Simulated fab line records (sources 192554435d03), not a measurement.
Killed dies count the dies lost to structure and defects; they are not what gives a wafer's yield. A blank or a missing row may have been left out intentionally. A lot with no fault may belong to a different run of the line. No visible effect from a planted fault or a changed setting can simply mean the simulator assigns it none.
Struck lot and sound lot, side by side || flow n5_finfet || 26 out of 1938 route steps
Sound: the wafers L223.2, L223.3, L223.6. Struck: wafers L233.2, L233.3, L233.4. The cause is named last.
At each step with rows: each side's tool, then ch and its chambers, then its first start. Under that, the readings that differ: sound wafers || struck wafers || difference of the means || sigmas: that difference in standard deviations of wafers without a fault.
alike: same words and numbers on both sides, and readings whose means sit less than 2 such deviations apart. not compared: any withheld reading, any reading some wafer has no value for, any bound like >300 that may hide the same value, and any number with overlapping values for which the record gives no deviation.
A row with sigmas, a row that says differs or no value, or rows on one side alone: a step with any of these is where the two part. Non-overlapping numbers with no deviation appear without sigmas and do not part them. Lack of a reading on every wafer of one side parts them only where that side has two or more wafers.

N5_BEOL_M7_INSPECT_13: inspects for defects (brightfield).
  sound on defect_inspect-01 at day 11 09:20; struck on defect_inspect-01 at day 14 06:02
  alike: raw_defect_count
N5_BEOL_M7_DESCUM_16: chemistry O2, time 7.9 s.
  sound on rie_diel-01 ch 1,2, day 11 09:34; struck on rie_diel-01 ch 1,2,3, day 14 06:04
  alike: drypump_motor_current_A, oes_product_au, rf_vpp_V, showerhead_plenum_p_Torr, throttle_valve_pct
  not compared: rf_hours_counter_h
N5_BEOL_M7_ETCH_61: etches SiARC in CF4, target depth 45.5 nm, time 75.8 s.
  sound on rie_diel-01 ch 1,2, day 11 09:36; struck on rie_diel-01 ch 1,2,3, day 14 06:07
  alike: drypump_motor_current_A, etch_rf_on_time_s, oes_product_au, rf_vpp_V, showerhead_plenum_p_Torr, throttle_valve_pct
  not compared: rf_hours_counter_h
N5_BEOL_M7_ETCH_62: etches SOC in N2/H2, target depth 110 nm, overetch 22 nm, time 165 s.
  sound on rie_diel-01 ch 1,2, day 11 09:39; struck on rie_diel-01 ch 1,2,3, day 14 06:10
  alike: drypump_motor_current_A, oes_product_au, rf_vpp_V, showerhead_plenum_p_Torr, throttle_valve_pct
  not compared: rf_hours_counter_h
then, 1 step without rows for these wafers: N5_BEOL_M7_STRIP_68 (strips in N2/H2).
N5_BEOL_M7_STRIP_67: strips in CF4.
  sound on rie_diel-01 ch 1,2, day 11 09:48; struck on rie_diel-01 ch 1,2,3, day 14 06:19
  alike: drypump_motor_current_A, oes_product_au, rf_vpp_V, showerhead_plenum_p_Torr, throttle_valve_pct
  not compared: rf_hours_counter_h
then, 2 steps without rows for these wafers: N5_BEOL_M7_HM_OPEN_17 (chemistry Cl2/BCl3, target TiN, target depth 20 nm, overetch 6 nm); N5_BEOL_M7_STRIP_19 (strips in O2).
N5_BEOL_M7_CD_MEAS_18: pitch 80 nm, target cd 40 nm.
  sound on cd_sem-02 at day 11 10:01; struck on cd_sem-02 at day 14 06:32
  alike: cd_nm
then, 3 steps without rows for these wafers: N5_BEOL_M7_COAT_63 (time 60 s, resist thk 60 nm); N5_BEOL_M7_COAT_64 (time 60 s, resist thk 12 nm); N5_BEOL_M7_COAT_71 (time 60 s, resist thk 5 nm).
N5_BEOL_M7_COAT_22: resist thk 30 nm.
  sound on litho_track-01 ch 0, day 11 11:08; struck on litho_track-05 ch 0, day 14 08:04
{"reading": "spin_speed_rpm (rpm)", "sound": "1499.7 1499.4 1500.8", "struck": "1540.7 1541.4 1540.3", "difference": "+40.8", "sigmas": "+45"}
{"reading": "model.CAR-EUV_of_BEOL_M7_COAT_22.thk_nm (nm)", "sound": "30 30.2 30.2", "struck": "29.6 29.6 29.6", "difference": -0.5, "sigmas": ""}
then, 5 steps without rows for these wafers: N5_BEOL_M7_EBR_24; N5_BEOL_M7_SOFTBAKE_23 (time 60 s); N5_BEOL_M7_EXPOSE_25 (exposes mask V6, target cd 40 nm); N5_BEOL_M7_PEB_26 (peb time 60 s); N5_BEOL_M7_DEVELOP_27 (develop time 30 s).
N5_BEOL_M7_CD_MEAS_28: target cd 40 nm.
  sound on cd_sem-03 ch 0, day 11 11:24; struck on cd_sem-01 ch 0, day 14 08:28
  alike: cd_nm
N5_BEOL_M7_OVL_MEAS_29:
  sound on overlay-02 ch 0, day 11 11:26; struck on overlay-01 ch 0, day 14 08:30
  alike: V6_OVL
N5_BEOL_M7_INSPECT_30: inspects for defects (brightfield).
  sound on defect_inspect-02 at day 11 11:29; struck on defect_inspect-02 at day 14 08:33
  alike: raw_defect_count
N5_BEOL_M7_DESCUM_33: chemistry O2, time 7 s.
  sound on rie_diel-03 ch 0,1,2, day 11 11:31; struck on rie_diel-03 ch 0,2,3, day 14 08:45
  alike: drypump_motor_current_A, oes_product_au, rf_vpp_V, showerhead_plenum_p_Torr, throttle_valve_pct
  not compared: rf_hours_counter_h
then, 1 step without rows for these wafers: N5_BEOL_M7_ETCH_72 (etches underlayer in N2/H2, target depth 6.5 nm, time 5.2 s).
N5_BEOL_M7_ETCH_65: etches SiARC in CF4, target depth 15.6 nm, time 26 s.
  sound on rie_diel-03 ch 0,1,2, day 11 11:34; struck on rie_diel-03 ch 0,2,3, day 14 08:48
{"reading": "model.CAR-EUV_of_BEOL_M7_COAT_22.thk_nm (nm)", "sound": "11.2 11.2 11.2", "struck": "10.8 10.8 10.8", "difference": -0.4, "sigmas": ""}
  alike: drypump_motor_current_A, etch_rf_on_time_s, oes_product_au, rf_vpp_V, showerhead_plenum_p_Torr, throttle_valve_pct
  not compared: rf_hours_counter_h
then, 2 steps without rows for these wafers: N5_BEOL_M7_ETCH_66 (etches SOC in N2/H2, target depth 80 nm, overetch 16 nm, time 120 s); N5_PASSIVATION_PROBE_49.

== WHERE THEY PART ==
Only at N5_BEOL_M7_COAT_22, as far as this record shows. Later steps at which nothing parts them and some readings are alike: N5_BEOL_M7_CD_MEAS_28, N5_BEOL_M7_OVL_MEAS_29, N5_BEOL_M7_INSPECT_30, N5_BEOL_M7_DESCUM_33, N5_BEOL_M7_ETCH_65.

WHY: what had been put in by the simulator
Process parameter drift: litho_track-05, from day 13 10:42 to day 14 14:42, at N5_BEOL_M7_COAT_22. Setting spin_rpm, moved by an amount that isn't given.
